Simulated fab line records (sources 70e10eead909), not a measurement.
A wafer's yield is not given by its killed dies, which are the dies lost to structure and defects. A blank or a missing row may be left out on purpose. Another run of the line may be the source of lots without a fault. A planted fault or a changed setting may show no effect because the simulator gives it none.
Commonality check across tools + flow nand-harc + 4 lots and 12 wafers in the sample

== WHY THIS WAS OPENED ==
On 2 of the 4 lots, a flag is raised at NHARC_END_SORT_01 on the reading killed-at-periphery. Fault-free wafers read 3.9, with a standard deviation of 2.7.
Rule: a lot is flagged in two cases, either no wafer of it has a number, or all its wafers with numbers fall more than 4 standard deviations from that mean. The other lots count as sound.

| lot  | measured     | on        | killed-at-periphery, wafer by wafer | flag    |
|------|--------------|-----------|-------------------------------------|---------|
| L419 | day 27 14:01 | prober-01 | 2 4 4                               |         |
| L422 | day 28 18:31 | prober-02 | 604 589 610                         | FLAGGED |
| L423 | day 29 12:00 | prober-01 | 639 641 636                         | FLAGGED |
| L424 | day 29 20:11 | prober-01 | 4 5 3                               |         |
Averaged over the flagged lots the numbers come to 619.8, +615.9 from the usual (+99 or more standard deviations).

== LOT BY LOT: THE TOOL USED ==
The record holds 4 process steps before the reading, out of a route of 1302 steps. In each cell: the tool, then ch and the chambers that the sampled wafers went through, then the start.
| lot  | flag    | NHARC_P_M2_PVD_20                       | NHARC_P_BONDPAD_CMP_32        | NHARC_P_BONDPAD_ETCH_37            | NHARC_P_BONDPAD_PRE_CLEAN_26            |
|------|---------|-----------------------------------------|-------------------------------|------------------------------------|-----------------------------------------|
| L419 |         | pvd-sputter-03, day 9 09:07 or earlier  | cmp-02 ch 1,2,3, day 9 09:07  | rie-diel-12 ch 0,3, day 9 10:10    | pvd-sputter-01, day 27 14:01 or earlier |
| L422 | FLAGGED | pvd-sputter-03, day 10 21:58 or earlier | cmp-02 ch 0,1,3, day 10 21:58 | rie-diel-12 ch 0,2,3, day 10 23:04 | pvd-sputter-03, day 28 18:31 or earlier |
| L423 | FLAGGED | pvd-sputter-01, day 11 03:35 or earlier | cmp-02 ch 0,1,3, day 11 03:35 | rie-diel-01 ch 0,1, day 11 04:43   | pvd-sputter-03, day 29 12:00 or earlier |
| L424 |         | pvd-sputter-01, day 11 16:20 or earlier | cmp-01 ch 0,2,3, day 11 16:20 | rie-diel-12 ch 0,1,3, day 11 17:27 | pvd-sputter-02, day 29 20:11 or earlier |
What the steps here do:
- NHARC_P_M2_PVD_20: deposits TaN, target thk 5 nm, time 8.06 s.
- NHARC_P_BONDPAD_CMP_32: polishes SiCN, target thk 200 nm.
- NHARC_P_BONDPAD_ETCH_37: etches the open film in N2/H2, target depth 60 nm, overetch 18 nm, time 65.91 s.
- NHARC_P_BONDPAD_PRE_CLEAN_26: time 30 s.
- NHARC_END_SORT_01

== FLAGGED AGAINST TOTAL, ONE TOOL AT A TIME (gauges that did the reading follow at the end) ==
| step                         | tool           | lots run | flagged | share of the flagged lots | sound lots run after its first flagged lot |
|------------------------------|----------------|----------|---------|---------------------------|--------------------------------------------|
| NHARC_P_M2_PVD_20            | pvd-sputter-01 | 2        | 1       | some                      | 1 (L424)                                   |
| NHARC_P_M2_PVD_20            | pvd-sputter-03 | 2        | 1       | some                      | 0                                          |
| NHARC_P_BONDPAD_CMP_32       | cmp-01         | 1        | 0       | none                      | -                                          |
| NHARC_P_BONDPAD_CMP_32       | cmp-02         | 3        | 2       | all                       | 0                                          |
| NHARC_P_BONDPAD_ETCH_37      | rie-diel-01    | 1        | 1       | some                      | 0                                          |
| NHARC_P_BONDPAD_ETCH_37      | rie-diel-12    | 3        | 1       | some                      | 1 (L424)                                   |
| NHARC_P_BONDPAD_PRE_CLEAN_26 | pvd-sputter-01 | 1        | 0       | none                      | -                                          |
| NHARC_P_BONDPAD_PRE_CLEAN_26 | pvd-sputter-02 | 1        | 0       | none                      | -                                          |
| NHARC_P_BONDPAD_PRE_CLEAN_26 | pvd-sputter-03 | 2        | 2       | all                       | 0                                          |
| NHARC_END_SORT_01            | prober-01      | 3        | 1       | some                      | 1 (L424)                                   |
| NHARC_END_SORT_01            | prober-02      | 1        | 1       | some                      | 0                                          |
Because NHARC_P_M2_PVD_20 lacks a start for some lots, the hours and order of its lots are taken from NHARC_P_BONDPAD_CMP_32. Because NHARC_P_BONDPAD_PRE_CLEAN_26 lacks a start for some lots, the hours and order of its lots are taken from NHARC_END_SORT_01.

== WHAT THE TABLE PERMITS ==
In 2 table rows, all flagged lots were run: cmp-02 (NHARC_P_BONDPAD_CMP_32), pvd-sputter-03 (NHARC_P_BONDPAD_PRE_CLEAN_26).
- cmp-02 at NHARC_P_BONDPAD_CMP_32: 2 of its 3 lots flagged. Last sound lot L419 at day 9 09:07, first flagged lot L422 at day 10 21:58; a fault beginning in between fits.
- pvd-sputter-03 at NHARC_P_BONDPAD_PRE_CLEAN_26: 2 of its 2 lots flagged. With no sound lot run before its first flagged lot in this sample, there is nothing to narrow down the start.
Counting lots can't tell these 2 tools apart, because each fits a fault that began at some hour. More lots, or a look at what each step does to the wafer, might.

== WHAT HAD BEEN PUT IN BY THE SIMULATOR ==
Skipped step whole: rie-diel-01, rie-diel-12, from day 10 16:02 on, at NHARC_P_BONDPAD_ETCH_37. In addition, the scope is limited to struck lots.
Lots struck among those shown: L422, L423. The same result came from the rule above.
